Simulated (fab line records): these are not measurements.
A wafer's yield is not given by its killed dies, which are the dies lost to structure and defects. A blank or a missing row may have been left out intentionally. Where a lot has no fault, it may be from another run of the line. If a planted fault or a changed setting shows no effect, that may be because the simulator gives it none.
A struck lot beside a sound one + flow n5Finfet + 15 out of 1938 route steps
Sound: the wafers L601.1, L601.4, L601.5. Wafers L612.4, L612.5, L612.6 were the ones struck. The cause is given at the end.
For every step that has rows: the tool of each side, followed by ch and its chambers, followed by its first start. Under that, the readings that differ: sound wafers + struck wafers + difference of the means + sigmas: that difference in standard deviations of wafers without a fault.
alike: words and numbers the same on both sides, and readings whose means are apart by under 2 such deviations; not compared: readings that were withheld, readings missing a value for some wafer, numbers with overlapping values and no deviation given by the record, and bounds like >300 which may hide the same value.
A row with sigmas, a row that says differs or no value, or rows on one side alone: a step with any of these is where the two part. Numbers that don't overlap but have no deviation are shown without sigmas and don't part them. A reading that every wafer of one side lacks parts them only if that side has two wafers or more.

first, 4 steps without rows for these wafers: N5_SD_EPI_N_WET_ETCH_43 (etches SiO2 in dHF, time 14 s, target depth 1.5 nm); N5_SD_EPI_N_STRIP_18 (strips in SPM, time 750 s); N5_SD_EPI_N_SRD_20 (time 30 s); N5_SD_EPI_N_PRECLEAN_48 (cleans in NF3:NH3, afs cycles 2, time 20 s, sublimation time 60 s).
N5_SD_EPI_N_VAPOR_ETCH_50: etches Si in HCl, time 54 s.
  sound on epiRpcvd-03 ch 0, day 3 15:24; struck on epiRpcvd-04 ch 0, day 6 13:10
| reading              | sound          | struck         | difference | sigmas |
|----------------------|----------------|----------------|------------|--------|
| throttleValvePct (%) | 12.6 12.6 12.6 | 11.5 11.8 11.6 | -1.0       | -2     |
then, 1 step without rows for these wafers: N5_SD_EPI_N_EPI_21 (deposits Si:P, time 690 s).
N5_SD_EPI_N_EPI_MEAS_23:
  sound on filmMetro-01 at day 3 17:18; struck on filmMetro-01 at day 6 14:58
  alike: thkNm
then, 3 steps without rows for these wafers: N5_SD_EPI_N_PRECLEAN_24 (cleans in O3/DIW, time 60 s); N5_SD_EPI_N_SRD_25 (time 30 s); N5_SD_EPI_N_PRECLEAN_49 (cleans in NF3:NH3, afs cycles 1, time 20 s, sublimation time 60 s).
N5_SD_EPI_N_LINER_46: material SiNx, target thk 3 nm.
  sound on aldSin-02 ch 0,1,2, day 3 17:47; struck on aldSin-03 ch 1,2, day 6 15:16
  alike: heaterPowerW
N5_SD_EPI_N_INSPECT_26: inspects for defects (darkfield).
  sound on defectInspect-01 at day 3 18:02; struck on defectInspect-02 at day 6 15:31
  alike: rawDefectCount
N5_SD_EPI_P_COAT_34: time 60 s, resist thk 350 nm.
  sound on lithoTrack-04 ch 0, day 3 18:04; struck on lithoTrack-05 ch 0, day 6 15:33
| reading               | sound                | struck               | difference | sigmas |
|-----------------------|----------------------|----------------------|------------|--------|
| heaterPowerTotalW (W) | 500.4 500.4 503.3    | 478.7 478.1 479.3    | -22.7      | -13    |
| plateTempC (C)        | 249.75 249.88 250.09 | 241.67 241.78 241.85 | -8.14      | -51    |
then, 1 step without rows for these wafers: N5_SD_EPI_P_COAT_35 (time 60 s, resist thk 35 nm).
-- here the record skips 9 days between the struck wafers' starts before and after, leaving off in module SD_EPI_P and picking up in module PASSIVATION (first step shown: number 1936 of the route) --
N5_PASSIVATION_PROBE_49:
  sound on prober-01 at day 12 13:31; struck on prober-02 at day 15 10:22
  alike: killed_at_M0_to_M3, killed_at_M4_up, killedAtContacts, killedAtFrontEnd, killedAtOther, killedDies, killedOnRim, killedOpen, killedShort

WHERE THEY PART
At N5_SD_EPI_N_VAPOR_ETCH_50 first; at N5_SD_EPI_P_COAT_34 last (within this record only). Later steps at which nothing parts them and some readings are alike: N5_PASSIVATION_PROBE_49.

WHY: what the simulator had put in
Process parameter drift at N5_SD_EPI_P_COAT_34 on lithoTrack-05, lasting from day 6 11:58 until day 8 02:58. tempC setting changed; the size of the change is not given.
